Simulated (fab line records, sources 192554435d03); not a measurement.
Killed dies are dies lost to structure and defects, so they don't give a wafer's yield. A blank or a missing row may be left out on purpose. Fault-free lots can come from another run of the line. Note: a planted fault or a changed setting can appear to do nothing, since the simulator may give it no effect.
fab line records	flow n5Finfet
record: lots: 7	wafers: 21
route steps=1938 shown GATE_CUT@501 MOL_CONTACT_COAG@559 BEOL_M0_SAQP@686 BEOL_M1@770 BEOL_M2@846
startH: hours from the record's opening day to when the first of the lot's shown wafers began	waitH: how many hours have passed since the lot's step before this one	" same as the row above	L1.1+2: a single row standing in for several wafers	- no value present, or no start provided	* or withheld: withheld	< > ~ a bound
route shown NAME@n: NAME is a module with steps in the file, n the number in the route of the first one	usual: mean and standard deviation over wafers with no fault	same: alike in all rows	chamber/n: place in a boat	sites: per-site readings	_std_site: the standard deviation of these	_edge_site: inner sites' mean taken away from outer sites' mean	radiusMm: for every site, how far away it sits from the centre of the wafer	mask NAME#n: copy n	behind: the most recent tool/chamber to have shaped the wafer	hold: why the lot went on hold/how many hours it stayed there/how the hold came to an end	device: the transistor (n, p or np) that didn't switch	end of line: the same wafers' tests at the end of the route	step lacking rows: just its recipe	killed: at the first sort, the dies lost to defects and structure; wafer yield is something else	map: dies across one wafer; x = killed, . = not, _ = none there
set.NAME: the setting as run; set.NAME@STEP: as run at that earlier step	model.NAME: the simulator's own value behind a step, which no gauge read
lots run with intentionally changed settings; tables by step, rows by wafer
== steps ==
step: N5_GATE_CUT_CUT_ETCH_54
recipe: chemistry: Cl2/BCl3	target: TiN	maskMaterial: SiO2	targetDepthA: 967	pressureMtorr: 10	icpW: 1000	biasW: 126	Cl2_flow_sccm: 53.25	bcl3FlowSccm: 21.75	Ar_flow_sccm: 25	ends: cleared
usual: etchRfOnTimeS: 36.5/0.54
lot.wafer	tool	chamber	startH	waitH	set.icpW	etchRfOnTimeS
L085.1	rieMetal-03	1	152.57	0.0	1176	31.6
L085.2	"	0	"	"	1000	36.3
L085.6	"	1	"	"	1000	36.4
L086.1	rieMetal-01	0	166.53	0.1	1000	36.0
L086.2	"	0	"	"	1000	35.8
L086.5	"	0	"	"	1000	35.8
L088.1	rieMetal-03	0	173.98	0.0	1000	36.7
L088.2	"	1	"	"	1000	36.6
L088.3	"	0	"	"	1000	36.7
L090.1	rieMetal-01	0	183.22	0.0	847.4	41.8
L090.2	"	1	"	"	1000	36.9
L090.3	"	0	"	"	1000	35.7
L091.3	rieMetal-02	1	188.38	0.0	900.8	40.5
L091.4	"	0	"	"	1000	36.8
L091.6	"	0	"	"	900.8	40.4
L094.2	rieMetal-02	1	203.10	0.0	1000	37.1
L094.5	"	0	"	"	1000	36.7
L094.6	"	1	"	"	1000	37.1
L096.3	rieMetal-02	1	219.53	0.0	1000	37.2
L096.4	"	0	"	"	1000	36.6
L096.5	"	1	"	"	1000	36.7
step: N5_MOL_CONTACT_COAG_ALD_27
recipe: material: SiOC	targetThkA: 170	tempC: 400	aldPrecursorFamily: carbosiloxane	aldCoReactant: H2-plasma	pulseTimeS: 1.5	timeS: 2720	purgeTimeS: 2	coReactantPurgeTimeS: 2	aldCycles: 340	pressureTorr: 2
lot.wafer	tool	chamber	startH	waitH	set.aldCycles	model.SiOC_of_MOL_CONTACT_COAG_ALD_27.thkNm
L085.1+6	aldSin-01	1	162.28	0.0	340	17.2
L085.2	"	2	"	"	340	17
L086.1	aldSin-01	0	179.05	0.0	357	17.8
L086.2	"	1	"	"	340	17
L086.5	"	0	"	"	340	16.8
L088.1	aldSin-02	2	183.31	0.0	340	17.2
L088.2+3	"	1,3	"	"	340	17
L090.1	aldSin-01	3	194.86	0.3	306	15.2
L090.2	"	2	"	"	340	17
L090.3	"	1	"	"	306	15.4
L091.3+6	aldSin-02	1,3	197.86	0.0	340	17
L091.4	"	0	"	"	396	19.8
L094.2+6	aldSin-01	0,3	212.91	1.4	340	17
L094.5	"	0	"	"	314	15.8
L096.3+4+5	aldSin-02	3,1,3	231.17	0.4	340	17
step: N5_MOL_CONTACT_COAG_COAT_75
recipe: resist: SOC	tempC: 250	timeS: 60	spinRpm: 1500	resistThkNm: 60
lot.wafer	tool	chamber	startH	waitH	set.spinRpm	model.SOC_of_MOL_CONTACT_COAG_COAT_75.thkNm
L085.1	lithoTrack-01	0	164.74	0.0	1664	56.8
L085.2	"	0	"	"	1500	60.2
L085.6	"	0	"	"	1500	60
L086.1	lithoTrack-04	0	182.08	0.0	1454	61.4
L086.2	"	0	"	"	1454	61
L086.5	"	0	"	"	1500	60.2
L088.1+2+3	lithoTrack-04	0	186.43	0.0	1500	60
L090.1+2	lithoTrack-04	0	197.33	0.0	1500	60
L090.3	"	0	"	"	1500	59.8
L091.3	lithoTrack-01	0	200.56	0.0	1500	59.8
L091.4	"	0	"	"	1555	58.6
L091.6	"	0	"	"	1555	58.8
L094.2	lithoTrack-04	0	215.37	0.0	1500	60.2
L094.5+6	"	0	"	"	1500	60
L096.3	lithoTrack-01	0	233.63	0.0	1500	60
L096.4	"	0	"	"	1500	59.8
L096.5	"	0	"	"	1630	57.4
step: N5_MOL_CONTACT_COAG_COAT_76
recipe: resist: SiARC	tempC: 220	timeS: 60	spinRpm: 1500	resistThkNm: 10
step: N5_MOL_CONTACT_COAG_COAT_77
recipe: resist: underlayer	tempC: 205	timeS: 60	spinRpm: 1500	resistThkNm: 10
step: N5_MOL_CONTACT_COAG_ALD_131
recipe: material: SiO2	targetThkA: 50	tempC: 100	aldPrecursorFamily: BDEAS	aldCoReactant: O2-plasma	pulseTimeS: 1	coReactantPulseTimeS: 1	purgeTimeS: 2	coReactantPurgeTimeS: 2	aldCycles: 35	pressureTorr: 2
step: N5_MOL_CONTACT_COAG_ETCHBACK_132
recipe: chemistry: CHF3	target: SiO2	targetDepthA: 100	timeS: 6.7	ionEnergyEv: 200	pressureMtorr: 30	sourceW: 610	biasW: 170	Ar_flow_sccm: 200	CHF3_flow_sccm: 50
step: N5_MOL_CONTACT_COAG_ETCH_91
recipe: chemistry: N2/H2	target: SOC	targetDepthA: 600	overetchA: 210	maskMaterial: SiARC	tempC: 40	timeS: 101.2	ionEnergyEv: 200	pressureMtorr: 30	sourceW: 840	biasW: 150	n2FlowSccm: 200	h2FlowSccm: 200
lot.wafer	tool	chamber	startH	waitH	set.spinRpm@MOL_CONTACT_COAG_COAT_75	model.etch.depthNm
L085.1	rieDiel-02	2	165.62	0.0	1664	56.89
L085.2	"	1	"	"	1500	60.11
L085.6	"	2	"	"	1500	60.09
L086.1	rieDiel-03	2	182.83	0.0	1454	61.3
L086.2	"	1	"	"	1454	61.08
L086.5	"	0	"	"	1500	60.18
L088.1	rieDiel-04	1	187.52	0.0	1500	59.98
L088.2	"	2	"	"	1500	59.95
L088.3	"	0	"	"	1500	60.08
L090.1	rieDiel-03	0	198.38	0.0	1500	59.99
L090.2	"	2	"	"	1500	60.04
L090.3	"	1	"	"	1500	59.83
L091.3	rieDiel-03	1	201.45	0.0	1500	59.73
L091.4	"	0	"	"	1555	58.61
L091.6	"	0	"	"	1555	58.77
L094.2	rieDiel-02	3	216.55	0.0	1500	60.1
L094.5	"	3	"	"	1500	60.05
L094.6	"	2	"	"	1500	59.99
L096.3	rieDiel-04	1	234.38	0.0	1500	59.97
L096.4	"	0	"	"	1500	59.84
L096.5	"	0	"	"	1630	57.42
step: N5_MOL_CONTACT_COAG_STRIP_92
recipe: chemistry: N2/H2	tempC: 40	n2FlowSccm: 200	h2FlowSccm: 200	rfFrequencyHz: 6e+07
step: N5_MOL_CONTACT_COAG_STRIP_93
recipe: chemistry: N2/H2	tempC: 40	n2FlowSccm: 200	h2FlowSccm: 200	rfFrequencyHz: 6e+07
step: N5_MOL_CONTACT_COAG_ETCHBACK_135
recipe: chemistry: CHF3	target: SiO2	targetDepthA: 250	timeS: 16.7	ionEnergyEv: 200	pressureMtorr: 30	sourceW: 610	biasW: 170	Ar_flow_sccm: 200	CHF3_flow_sccm: 50
lot.wafer	tool	chamber	startH	waitH	set.spinRpm@MOL_CONTACT_COAG_COAT_75	model.SOC_of_MOL_CONTACT_COAG_COAT_75.thkNm
L085.1	rieDiel-02	2	165.71	0.0	1664	54.2
L085.2+6	"	1,2	"	"	1500	57.4
L086.1	rieDiel-03	2	182.92	0.0	1454	58.6
L086.2	"	1	"	"	1454	58.4
L086.5	"	0	"	"	1500	57.6
L088.1+3	rieDiel-04	1,0	187.61	0.0	1500	57.4
L088.2	"	2	"	"	1500	57.2
L090.1+2	rieDiel-03	0,2	198.47	0.0	1500	57.4
L090.3	"	1	"	"	1500	57.2
L091.3	rieDiel-03	1	201.54	0.0	1500	57
L091.4	"	0	"	"	1555	56
L091.6	"	0	"	"	1555	56.2
L094.2+5+6	rieDiel-02	3,3,2	216.64	0.0	1500	57.4
L096.3+4	rieDiel-04	1,0	234.47	0.0	1500	57.2
L096.5	"	0	"	"	1630	54.8
step: N5_MOL_CONTACT_COAG_CVD_140
recipe: material: W	targetThkA: 665	mode: selectiveFill	tempC: 300	timeS: 215
lot.wafer	tool	chamber	startH	waitH	set.targetThkA	model.W_of_MOL_CONTACT_COAG_CVD_140.thkNm
L085.1	cvdW-01	1	168.40	0.1	740.9	73
L085.2	"	0	"	"	740.9	73.2
L085.6	"	0	"	"	740.9	73.8
L086.1	cvdW-01	1	185.49	0.1	709.2	72
L086.2	"	0	"	"	665	66.2
L086.5	"	0	"	"	709.2	71.2
L088.1	cvdW-02	1	190.34	0.1	665	67.2
L088.2	"	0	"	"	665	67
L088.3	"	0	"	"	665	66.2
L090.1	cvdW-01	0	200.57	0.1	620.8	63
L090.2	"	1	"	"	665	67.4
L090.3	"	0	"	"	665	66.8
L091.3	cvdW-02	1	203.55	0.1	665	67.6
L091.4	"	0	"	"	665	66.2
L091.6	"	0	"	"	665	67
L094.2	cvdW-02	0	219.01	0.1	665	65.6
L094.5	"	0	"	"	665	66.2
L094.6	"	1	"	"	665	66.6
L096.3	cvdW-02	1	236.64	0.2	665	67.8
L096.4	"	1	"	"	665	67.4
L096.5	"	1	"	"	665	67.2
step: N5_BEOL_M0_SAQP_EXPOSE_37
recipe: maskId: M0_CUT1	na: 0.33	sourceShape: annular	sigmaInner: 0.35	sigmaOuter: 0.8	polarization: unpolarized	targetCdNm: 30	doseMj: 44.75
lot.wafer	tool	chamber	startH	waitH	mask	set.doseMj
L085.1+2+6	euvScanner-01	0	178.28	-	M0_CUT1#0	44.75
L086.1+2+5	euvScanner-02	0	195.54	-	M0_CUT1#0	46.27
L088.1+2+3	euvScanner-02	0	201.90	-	M0_CUT1#0	44.75
L090.1+2	euvScanner-02	0	211.45	-	M0_CUT1#0	43.02
L090.3	"	0	"	"	M0_CUT1#0	44.75
L091.3	euvScanner-02	0	212.74	-	M0_CUT1#0	47.71
L091.4+6	"	0	"	"	M0_CUT1#0	44.75
L094.2+5	euvScanner-01	0	232.45	-	M0_CUT1#0	42.24
L094.6	"	0	"	"	M0_CUT1#0	44.75
L096.3+4+5	euvScanner-01	0	246.69	-	M0_CUT1#0	44.75
step: N5_BEOL_M0_SAQP_PEB_38
recipe: pebTempC: 100	pebTimeS: 60	resist: CAR-EUV
step: N5_BEOL_M0_SAQP_DEVELOP_39
recipe: developTimeS: 30	developer: TMAH	resist: CAR-EUV	rinseLiquid: surfactantRinse	dry: airSpin	devTempC: 23
step: N5_BEOL_M0_SAQP_CD_MEAS_40
recipe: targetCdNm: 30	landingEnergyEv: 500	detector: seInlens
usual: cdNm: 30.06/0.24
lot.wafer	tool	chamber	startH	waitH	set.doseMj@BEOL_M0_SAQP_EXPOSE_37	cdNm
L085.1	cdSem-01	0	178.41	-	44.75	30.20
L085.2	"	0	"	"	44.75	30.02
L085.6	"	0	"	"	44.75	30.06
L086.1	cdSem-02	0	195.68	-	46.27	31.08
L086.2	"	0	"	"	46.27	30.70
L086.5	"	0	"	"	46.27	30.67
L088.1	cdSem-01	0	202.03	-	44.75	29.61
L088.2	"	0	"	"	44.75	29.63
L088.3	"	0	"	"	44.75	29.99
L090.1	cdSem-03	0	211.58	-	43.02	29.19
L090.2	"	0	"	"	43.02	29.37
L090.3	"	0	"	"	44.75	29.67
L091.3	cdSem-02	0	212.86	-	47.71	31.22
L091.4	"	0	"	"	44.75	29.81
L091.6	"	0	"	"	44.75	30.26
L094.2	cdSem-03	0	232.58	-	42.24	28.81
L094.5	"	0	"	"	42.24	28.78
L094.6	"	0	"	"	44.75	29.78
L096.3	cdSem-01	0	246.81	-	44.75	29.98
L096.4	"	0	"	"	44.75	30.23
L096.5	"	0	"	"	44.75	29.86
step: N5_BEOL_M0_SAQP_DESCUM_45
recipe: chemistry: O2	timeS: 7	sourcePowerW: 50	biasPowerW: 20	pressureMtorr: 20	rfFrequencyHz: 2.712e+07	tempC: 40	resist: CAR-EUV	o2FlowSccm: 225
lot.wafer	tool	chamber	startH	waitH	set.doseMj@BEOL_M0_SAQP_EXPOSE_37	model.BEOL_M0_SAQP.cdNm
L085.1	rieDiel-06	1	178.54	0.0	44.75	30.4
L085.2+6	"	0,1	"	"	44.75	30.2
L086.1+5	rieDiel-06	0,1	195.80	0.0	46.27	30.8
L086.2	"	3	"	"	46.27	31.2
L088.1	rieDiel-01	0	202.16	0.0	44.75	29.6
L088.2+3	"	1,2	"	"	44.75	29.8
L090.1	rieDiel-05	0	211.71	0.0	43.02	29
L090.2	"	2	"	"	43.02	29.4
L090.3	"	3	"	"	44.75	29.8
L091.3	rieDiel-06	1	212.98	0.0	47.71	31.4
L091.4	"	3	"	"	44.75	30.2
L091.6	"	2	"	"	44.75	30
L094.2	rieDiel-06	3	232.70	0.0	42.24	29
L094.5	"	3	"	"	42.24	29.2
L094.6	"	0	"	"	44.75	30
L096.3+4+5	rieDiel-01	3,1,2	247.09	0.2	44.75	30
step: N5_BEOL_M0_SAQP_ETCH_88
recipe: chemistry: N2/H2	target: underlayer	targetDepthA: 65	timeS: 5.2	ionEnergyEv: 200	maskMaterial: CAR-EUV	pressureMtorr: 30	sourceW: 840	biasW: 150	n2FlowSccm: 200	h2FlowSccm: 200	ends: cleared
lot.wafer	tool	chamber	startH	waitH	set.doseMj@BEOL_M0_SAQP_EXPOSE_37	model.BEOL_M0_SAQP.cdNm
L085.1	rieDiel-06	1	178.57	0.0	44.75	30.4
L085.2	"	0	"	"	44.75	30.2
L085.6	"	1	"	"	44.75	30
L086.1+5	rieDiel-06	0,1	195.83	0.0	46.27	30.8
L086.2	"	3	"	"	46.27	31.2
L088.1+2+3	rieDiel-01	0,1,2	202.19	0.0	44.75	29.8
L090.1	rieDiel-05	0	211.74	0.0	43.02	29
L090.2	"	2	"	"	43.02	29.4
L090.3	"	3	"	"	44.75	29.8
L091.3	rieDiel-06	1	213.01	0.0	47.71	31.6
L091.4	"	3	"	"	44.75	30.2
L091.6	"	2	"	"	44.75	30
L094.2	rieDiel-06	3	232.73	0.0	42.24	28.8
L094.5	"	3	"	"	42.24	29.2
L094.6	"	0	"	"	44.75	30
L096.3+5	rieDiel-01	3,2	247.12	0.0	44.75	30
L096.4	"	1	"	"	44.75	29.8
step: N5_BEOL_M0_SAQP_ETCH_73
recipe: chemistry: CF4	target: SiARC	targetDepthA: 195	maskMaterial: CAR-EUV	timeS: 32.5	ionEnergyEv: 80	pressureMtorr: 40	sourceW: 545	biasW: 36	Ar_flow_sccm: 100	cf4FlowSccm: 100	ends: cleared
lot.wafer	tool	chamber	startH	waitH	set.doseMj@BEOL_M0_SAQP_EXPOSE_37	model.BEOL_M0_SAQP.cdNm
L085.1	rieDiel-06	1	178.59	0.0	44.75	30.4
L085.2+6	"	0,1	"	"	44.75	30.2
L086.1	rieDiel-06	0	195.85	0.0	46.27	30.8
L086.2+5	"	3,1	"	"	46.27	31
L088.1+3	rieDiel-01	0,2	202.21	0.0	44.75	29.8
L088.2	"	1	"	"	44.75	30
L090.1	rieDiel-05	0	211.76	0.0	43.02	29
L090.2	"	2	"	"	43.02	29.2
L090.3	"	3	"	"	44.75	29.8
L091.3	rieDiel-06	1	213.03	0.0	47.71	31.6
L091.4+6	"	3,2	"	"	44.75	30
L094.2	rieDiel-06	3	232.75	0.0	42.24	28.8
L094.5	"	3	"	"	42.24	29
L094.6	"	0	"	"	44.75	30
L096.3	rieDiel-01	3	247.14	0.0	44.75	29.8
L096.4+5	"	1,2	"	"	44.75	30
step: N5_BEOL_M0_SAQP_CUT_ETCH_46
recipe: chemistry: N2/H2	target: SOC	targetDepthA: 1350	overetchA: 270	tempC: 40	timeS: 202.5	ionEnergyEv: 200	maskMaterial: SiARC	pressureMtorr: 30	sourceW: 840	biasW: 150	n2FlowSccm: 200	h2FlowSccm: 200
lot.wafer	tool	chamber	startH	waitH	set.doseMj@BEOL_M0_SAQP_EXPOSE_37	model.BEOL_M0_SAQP.cdNm
L085.1	rieDiel-06	1	178.62	0.0	44.75	30.6
L085.2	"	0	"	"	44.75	30
L085.6	"	1	"	"	44.75	30.2
L086.1	rieDiel-06	0	195.88	0.0	46.27	30.4
L086.2+5	"	3,1	"	"	46.27	30.8
L088.1	rieDiel-01	0	202.24	0.0	44.75	30
L088.2	"	1	"	"	44.75	30.4
L088.3	"	2	"	"	44.75	29.8
L090.1	rieDiel-05	0	211.79	0.0	43.02	28.6
L090.2	"	2	"	"	43.02	29
L090.3	"	3	"	"	44.75	30
L091.3	rieDiel-06	1	213.06	0.0	47.71	31.8
L091.4+6	"	3,2	"	"	44.75	30
L094.2	rieDiel-06	3	232.78	0.0	42.24	29
L094.5	"	3	"	"	42.24	29.2
L094.6	"	0	"	"	44.75	30
L096.3	rieDiel-01	3	247.17	0.0	44.75	30
L096.4	"	1	"	"	44.75	30.2
L096.5	"	2	"	"	44.75	29.6
step: N5_BEOL_M1_ETCH_64
recipe: chemistry: N2/H2	target: SOC	targetDepthA: 750	overetchA: 150	maskMaterial: SiARC	tempC: 40	timeS: 112.5	ionEnergyEv: 200	pressureMtorr: 30	sourceW: 840	biasW: 150	n2FlowSccm: 200	h2FlowSccm: 200
usual: rfVppV: 524.1/2.6
lot.wafer	tool	chamber	startH	waitH	set.sourceW	rfVppV
L085.1	rieDiel-06	3	188.59	0.0	840	522.2
L085.2	"	1	"	"	840	525.6
L085.6	"	0	"	"	840	520.0
L086.1	rieDiel-05	3	208.31	0.0	750	547.0
L086.2	"	1	"	"	840	524.8
L086.5	"	2	"	"	840	525.9
L088.1	rieDiel-05	2	208.64	0.0	840	526.3
L088.2	"	3	"	"	840	526.8
L088.3	"	0	"	"	840	522.2
L090.1	rieDiel-05	3	218.71	0.0	750.5	544.8
L090.2	"	0	"	"	840	520.4
L090.3	"	1	"	"	750.5	546.4
L091.3	rieDiel-01	2	221.12	0.0	840	520.4
L091.4	"	1	"	"	840	525.9
L091.6	"	1	"	"	840	527.1
L094.2	rieDiel-06	0	241.33	0.0	840	529.4
L094.5	"	3	"	"	701.5	554.8
L094.6	"	0	"	"	840	528.5
L096.3	rieDiel-01	1	257.54	0.0	840	526.2
L096.4	"	2	"	"	840	520.2
L096.5	"	0	"	"	840	522.9
step: N5_BEOL_M2_COAT_62
recipe: resist: SiARC	tempC: 220	timeS: 60	spinRpm: 1500	resistThkNm: 12
lot.wafer	tool	chamber	startH	waitH	set.spinRpm	model.SiARC_of_BEOL_M2_COAT_62.thkNm
L085.1+2+6	lithoTrack-02	0	-	-	1350	12.6
L086.1+5	lithoTrack-05	0	-	-	1500	12
L086.2	"	0	"	"	1549	11.8
L088.1+2+3	lithoTrack-04	0	-	-	1500	12
L090.1+2+3	lithoTrack-04	0	-	-	1500	12
L091.3+6	lithoTrack-04	0	-	-	1500	12
L091.4	"	0	"	"	1654	11.6
L094.2+5+6	lithoTrack-04	0	-	-	1500	12
L096.3	lithoTrack-02	0	-	-	1395	12.4
L096.4+5	"	0	"	"	1500	12
step: N5_BEOL_M2_COAT_73
recipe: resist: underlayer	tempC: 205	timeS: 60	spinRpm: 1500	resistThkNm: 5
step: N5_BEOL_M2_COAT_05
recipe: resist: CAR-EUV	spinRpm: 1500	resistThkNm: 30
step: N5_BEOL_M2_DESCUM_16
recipe: chemistry: O2	timeS: 7	sourcePowerW: 50	biasPowerW: 20	pressureMtorr: 20	rfFrequencyHz: 2.712e+07	tempC: 40	resist: CAR-EUV	o2FlowSccm: 225
step: N5_BEOL_M2_ETCH_74
recipe: chemistry: N2/H2	target: underlayer	targetDepthA: 65	maskMaterial: CAR-EUV	timeS: 5.2	ionEnergyEv: 200	pressureMtorr: 30	sourceW: 840	biasW: 150	n2FlowSccm: 200	h2FlowSccm: 200	ends: cleared
step: N5_BEOL_M2_ETCH_63
recipe: chemistry: CF4	target: SiARC	targetDepthA: 156	maskMaterial: CAR-EUV	timeS: 26	ionEnergyEv: 80	pressureMtorr: 40	sourceW: 545	biasW: 36	Ar_flow_sccm: 100	cf4FlowSccm: 100	ends: cleared
lot.wafer	tool	chamber	startH	waitH	set.spinRpm@BEOL_M2_COAT_62	model.etch.depthNm
L085.1	rieDiel-04	3	195.07	0.0	1350	12.66
L085.2	"	2	"	"	1350	12.67
L085.6	"	3	"	"	1350	12.63
L086.1	rieDiel-04	2	221.20	0.0	1500	11.92
L086.2	"	0	"	"	1549	11.76
L086.5	"	1	"	"	1500	11.96
L088.1	rieDiel-02	2	221.39	0.0	1500	12.02
L088.2	"	0	"	"	1500	12.05
L088.3	"	1	"	"	1500	12.01
L090.1+3	rieDiel-03	1,3	229.37	0.0	1500	12.02
L090.2	"	2	"	"	1500	12.04
L091.3+6	rieDiel-04	1	241.51	0.0	1500	12.09
L091.4	"	2	"	"	1654	11.5
L094.2	rieDiel-02	2	251.03	0.0	1500	12.06
L094.5	"	1	"	"	1500	12.01
L094.6	"	0	"	"	1500	12.07
L096.3	rieDiel-04	3	267.45	0.0	1395	12.45
L096.4	"	3	"	"	1500	12.01
L096.5	"	1	"	"	1500	11.99
step: N5_BEOL_M2_ETCH_64
recipe: chemistry: N2/H2	target: SOC	targetDepthA: 750	overetchA: 225	maskMaterial: SiARC	tempC: 40	timeS: 121.9	ionEnergyEv: 200	pressureMtorr: 30	sourceW: 840	biasW: 150	n2FlowSccm: 200	h2FlowSccm: 200
lot.wafer	tool	chamber	startH	waitH	set.spinRpm@BEOL_M2_COAT_62	model.SiARC_of_BEOL_M2_COAT_62.thkNm
L085.1	rieDiel-04	3	195.09	0.0	1350	7.2
L085.2	"	2	"	"	1350	6.8
L085.6	"	3	"	"	1350	7
L086.1	rieDiel-04	2	221.22	0.0	1500	6.2
L086.2	"	0	"	"	1549	6.2
L086.5	"	1	"	"	1500	6.4
L088.1+2	rieDiel-02	2,0	221.42	0.0	1500	6.4
L088.3	"	1	"	"	1500	6.6
L090.1	rieDiel-03	1	229.40	0.0	1500	6
L090.2+3	"	2,3	"	"	1500	6.2
L091.3+6	rieDiel-04	1	241.53	0.0	1500	6.6
L091.4	"	2	"	"	1654	5.6
L094.2	rieDiel-02	2	251.06	0.0	1500	6.4
L094.5+6	"	1,0	"	"	1500	6.6
L096.3	rieDiel-04	3	267.47	0.0	1395	6.8
L096.4+5	"	3,1	"	"	1500	6.4
== key ==
split: step: N5_GATE_CUT_CUT_ETCH_54	setting: icpW	stated: 1000	by: wafer
response: step: N5_GATE_CUT_CUT_ETCH_54	reading: etchRfOnTimeS	change: *	per: 1%	r: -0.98
split: step: N5_MOL_CONTACT_COAG_ALD_27	setting: aldCycles	stated: 340	by: wafer
response: step: N5_MOL_CONTACT_COAG_ALD_27	reading: model.SiOC_of_MOL_CONTACT_COAG_ALD_27.thkNm	change: +0.169	per: 1%	r: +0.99
split: step: N5_MOL_CONTACT_COAG_COAT_75	setting: spinRpm	stated: 1500	by: wafer
response: step: N5_MOL_CONTACT_COAG_COAT_75	reading: model.SOC_of_MOL_CONTACT_COAG_COAT_75.thkNm	change: -0.298	per: 1%	r: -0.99
response: step: N5_MOL_CONTACT_COAG_ETCH_91	reading: model.etch.depthNm	change: -0.292	per: 1%	r: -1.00
response: step: N5_MOL_CONTACT_COAG_ETCHBACK_135	reading: model.SOC_of_MOL_CONTACT_COAG_COAT_75.thkNm	change: -0.284	per: 1%	r: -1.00
split: step: N5_MOL_CONTACT_COAG_CVD_140	setting: targetThkA	stated: 665	by: wafer
response: step: N5_MOL_CONTACT_COAG_CVD_140	reading: model.W_of_MOL_CONTACT_COAG_CVD_140.thkNm	change: +0.715	per: 1%	r: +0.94
split: step: N5_BEOL_M0_SAQP_EXPOSE_37	setting: doseMj	stated: 44.75	by: wafer
response: step: N5_BEOL_M0_SAQP_CD_MEAS_40	reading: cdNm	change: +0.165	per: 1%	r: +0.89
response: step: N5_BEOL_M0_SAQP_DESCUM_45	reading: model.BEOL_M0_SAQP.cdNm	change: +0.177	per: 1%	r: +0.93
response: step: N5_BEOL_M0_SAQP_ETCH_88	reading: model.BEOL_M0_SAQP.cdNm	change: +0.198	per: 1%	r: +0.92
response: step: N5_BEOL_M0_SAQP_ETCH_73	reading: model.BEOL_M0_SAQP.cdNm	change: +0.216	per: 1%	r: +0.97
response: step: N5_BEOL_M0_SAQP_CUT_ETCH_46	reading: model.BEOL_M0_SAQP.cdNm	change: +0.24	per: 1%	r: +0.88
split: step: N5_BEOL_M1_ETCH_64	setting: sourceW	stated: 840	by: wafer
response: step: N5_BEOL_M1_ETCH_64	reading: rfVppV	change: -1.85	per: 1%	r: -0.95
split: step: N5_BEOL_M2_COAT_62	setting: spinRpm	stated: 1500	by: wafer
response: step: N5_BEOL_M2_COAT_62	reading: model.SiARC_of_BEOL_M2_COAT_62.thkNm	change: -0.0458	per: 1%	r: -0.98
response: step: N5_BEOL_M2_ETCH_63	reading: model.etch.depthNm	change: -0.0592	per: 1%	r: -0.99
response: step: N5_BEOL_M2_ETCH_64	reading: model.SiARC_of_BEOL_M2_COAT_62.thkNm	change: -0.0811	per: 1%	r: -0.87
